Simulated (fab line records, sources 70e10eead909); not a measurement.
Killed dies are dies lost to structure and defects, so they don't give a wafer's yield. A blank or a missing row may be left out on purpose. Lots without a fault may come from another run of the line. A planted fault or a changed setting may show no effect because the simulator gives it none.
Chamber matching | flow nand_harc | NHARC_P_M2_DEP_33 on pecvd-04: 3 sister chambers
The step deposits SiCN, target thk 30 nm. 30 wafers are shown with their chamber, then 12 later ones without.

WAFERS WITH THEIR CHAMBER
wafer  | chamber | heater_power_w (W) | rf_fwd_power_W (W) | susceptor_temp_C (C)
L074.2 | 2       | 530                | 449.4              | 370.06
L074.5 | 0       | 635                | 449.7              | 369.70
L074.6 | 2       | 540                | 450.7              | 370.06
L077.1 | 2       | 582                | 449.4              | 369.77
L077.3 | 2       | 592                | 450.6              | 369.91
L077.6 | 2       | 579                | 448.9              | 370.41
L078.4 | 1       | 555                | 448.6              | 369.79
L078.5 | 0       | 543                | 447.5              | 370.00
L078.6 | 2       | 640                | 450.5              | 369.80
L079.1 | 0       | 637                | 450.4              | 369.98
L079.3 | 2       | 609                | 450.2              | 369.87
L079.5 | 0       | 632                | 449.3              | 369.99
L080.3 | 0       | 523                | 450.0              | 370.29
L080.4 | 0       | 520                | 449.4              | 370.06
L080.5 | 1       | 609                | 451.5              | 370.06
L081.2 | 0       | 555                | 449.6              | 369.90
L081.3 | 2       | 619                | 449.3              | 369.92
L081.5 | 0       | 570                | 449.4              | 369.90
L083.2 | 0       | 612                | 447.1              | 369.80
L083.3 | 1       | 568                | 449.0              | 369.92
L083.5 | 0       | 618                | 451.0              | 369.50
L084.4 | 0       | 584                | 449.5              | 370.22
L084.5 | 2       | 631                | 451.3              | 369.89
L084.6 | 1       | 492                | 448.6              | 369.90
L086.1 | 1       | 516                | 450.6              | 370.00
L086.2 | 0       | 621                | 449.8              | 369.89
L086.6 | 2       | 532                | 450.9              | 370.06
L088.1 | 2       | 562                | 448.1              | 369.72
L088.2 | 1       | 527                | 448.5              | 369.68
L088.3 | 0       | 595                | 450.6              | 369.91

SIGNATURES (means of the wafers above)
reading          | chamber 0 | chamber 1 | chamber 2 | scatter within a chamber
heater_power_w   | 588.08    | 544.50    | 583.27    | 41
rf_fwd_power_W   | 449.485   | 449.467   | 449.936   | 1.09
susceptor_temp_C | 369.9338  | 369.8917  | 369.9518  | 0.189
Rule: a wafer's distance from a chamber is the root of the sum, over the readings, of the square of ((its reading less the chamber's mean) divided by the reading's scatter). The wafer belongs to the nearest chamber; if the next one is less than 2 further off, it can't be placed. The scatter: the root of (the sum of the squares of (reading less its chamber's mean) over the shown wafers, divided by (wafers less chambers)).

WAFERS WITHOUT THEIR CHAMBER
wafer  | heater_power_w (W) | rf_fwd_power_W (W) | susceptor_temp_C (C)
L090.1 | 537                | 449.1              | 369.82
L090.5 | 584                | 449.3              | 369.77
L090.6 | 563                | 450.3              | 369.64
L094.2 | 623                | 449.9              | 370.00
L094.4 | 562                | 449.8              | 370.06
L094.6 | 492                | 448.9              | 370.18
L095.3 | 579                | 452.4              | 370.03
L095.4 | 519                | 450.1              | 369.83
L095.5 | 586                | 451.8              | 369.97
L096.1 | 498                | 449.9              | 370.19
L096.4 | 493                | 449.7              | 370.07
L096.5 | 503                | 448.1              | 369.91

WHICH CHAMBER EACH WENT THROUGH
wafer  | from the rows above          | in truth
L090.1 | can't be placed: 1 or 0 or 2 | 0
L090.5 | can't be placed: 0 or 2 or 1 | 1
L090.6 | can't be placed: 1 or 2 or 0 | 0
L094.2 | can't be placed: 0 or 2 or 1 | 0
L094.4 | can't be placed: 2 or 0 or 1 | 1
L094.6 | can't be placed: 1 or 2 or 0 | 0
L095.3 | can't be placed: 2 or 0 or 1 | 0
L095.4 | can't be placed: 1 or 2 or 0 | 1
L095.5 | can't be placed: 2 or 0 or 1 | 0
L096.1 | can't be placed: 1 or 2 or 0 | 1
L096.4 | can't be placed: 1 or 2 or 0 | 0
L096.5 | can't be placed: 1 or 0 or 2 | 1
Placed correctly: 0 of 12. Can't be placed from these rows: 12 (the true chamber is among the candidates in 12). Placed wrongly: 0.
